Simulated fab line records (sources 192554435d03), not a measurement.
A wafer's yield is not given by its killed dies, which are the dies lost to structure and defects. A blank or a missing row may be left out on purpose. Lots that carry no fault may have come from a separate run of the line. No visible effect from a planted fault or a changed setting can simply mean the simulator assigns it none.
The tool behind it: which one? -- flow n5-finfet -- 9 lots, 27 wafers sampled, at 1 step of a route of 1938

== WHAT THE GAUGES SHOWED, per wafer ==
N5_BEOL_M9_CD_MEAS_18: pitch 140 nm, target cd 70 nm.
lot,measured,on,cd-nm (nm)
L971,day 11 03:32,cd-sem-03,70.3 69.6 70.2
L972,day 11 13:49,cd-sem-01,70.0 70.3 70.1
L976,day 12 04:34,cd-sem-02,70.6 70.5 70.2
L978,day 13 06:42,cd-sem-01,69.9 69.7 70.0
L986,day 14 11:59,cd-sem-03,69.8 70.0 69.6
L984,day 14 17:11,cd-sem-02,70.2 69.3 69.2
L987,day 15 11:40,cd-sem-01,71.1 70.8 70.8
L990,day 16 00:35,cd-sem-03,69.5 69.7 70.0
L989,day 16 18:13,cd-sem-02,70.4 70.3 70.5

== WHICH TOOL RAN EACH LOT (tool, then ch and the chambers of the sampled wafers, then the start) ==
There is no process step in the record ahead of these readings.

== WHAT THE TOOLS THEMSELVES READ (means of the sampled wafers that have a number; where no wafer has one, the mark that the record gives instead) ==
The record holds no such reading with a usual standard deviation.

== THE ANSWER, worked out from the rows above alone ==
Rule: what is usual is taken from the lots themselves. The widest of any qualifying gaps counts: lots, ordered by their means at a reading, are off when they make up no more than a third of the lots, leave a main group of 4 or more, and stand apart from it by 3 or more times the standard deviation of that group's means. A main group whose means are all the same, to the digits that the tables above print for the reading, isn't used. A lot without any number at a reading at which 4 lots or more have one is off too. Where the step has rows for the other lots, those lots are counted as sound. The gauges are gone through in route order, then the tools' own readings, and for those a lot's mean is taken as printed above. The first step at which some lot is off is used, and at that step the reading that is off furthest; a lot without a number counts as furthest.
None of the lots is off at any reading shown; this tells nothing.

== WHAT THE SIMULATOR HAD PUT IN ==
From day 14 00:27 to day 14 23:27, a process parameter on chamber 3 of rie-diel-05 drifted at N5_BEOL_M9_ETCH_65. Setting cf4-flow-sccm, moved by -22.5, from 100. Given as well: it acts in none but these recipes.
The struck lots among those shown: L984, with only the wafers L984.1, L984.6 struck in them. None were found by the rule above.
